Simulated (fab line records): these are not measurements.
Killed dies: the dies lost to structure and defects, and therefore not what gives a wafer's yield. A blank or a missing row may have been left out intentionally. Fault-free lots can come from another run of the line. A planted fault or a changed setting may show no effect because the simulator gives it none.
Matching of chambers    flow n5Finfet    N5_WELL_APT_DESCUM_13 on rieDiel-06: 4 sister chambers
The step chemistry O2, time 7.9 s. 4 wafers are shown with their chamber, then 7 later ones without.

## EACH WAFER AND ITS CHAMBER
wafer   chamber  showerheadPlenumPTorr (Torr)
L992.6  2        2.07
L995.5  1        1.98
L995.6  3        2.19
L997.4  0        1.99

## WAFERS WHOSE CHAMBER IS MISSING
wafer   showerheadPlenumPTorr (Torr)
L997.5  2.18
L998.2  1.99
L998.3  1.98
L998.5  2.18
L999.2  1.99
L999.3  2.18
L999.6  2.06

## WHICH CHAMBER EACH ONE RAN IN
wafer   from the rows above      in truth
L997.5  3                        3
L998.2  can't be placed: 0 or 1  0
L998.3  can't be placed: 1 or 0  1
L998.5  3                        3
L999.2  can't be placed: 0 or 1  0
L999.3  3                        3
L999.6  2                        2
4 of 7 placed correctly. These rows do not allow placing 3 (true chamber among the candidates in 3). Wrongly placed: 0.
How it was worked out, from the rows above alone: a wafer's distance from a chamber is the root of the sum, over the readings, of the square of ((its reading less the chamber's mean) divided by the reading's scatter). The wafer belongs to the nearest chamber; if the next one is less than 2 further off, it can't be placed. A chamber's mean is the mean of its shown wafers. The scatter (one wafer shown for each chamber): square how far every hidden wafer sits from the nearest shown wafer, average those squares and take the square root.
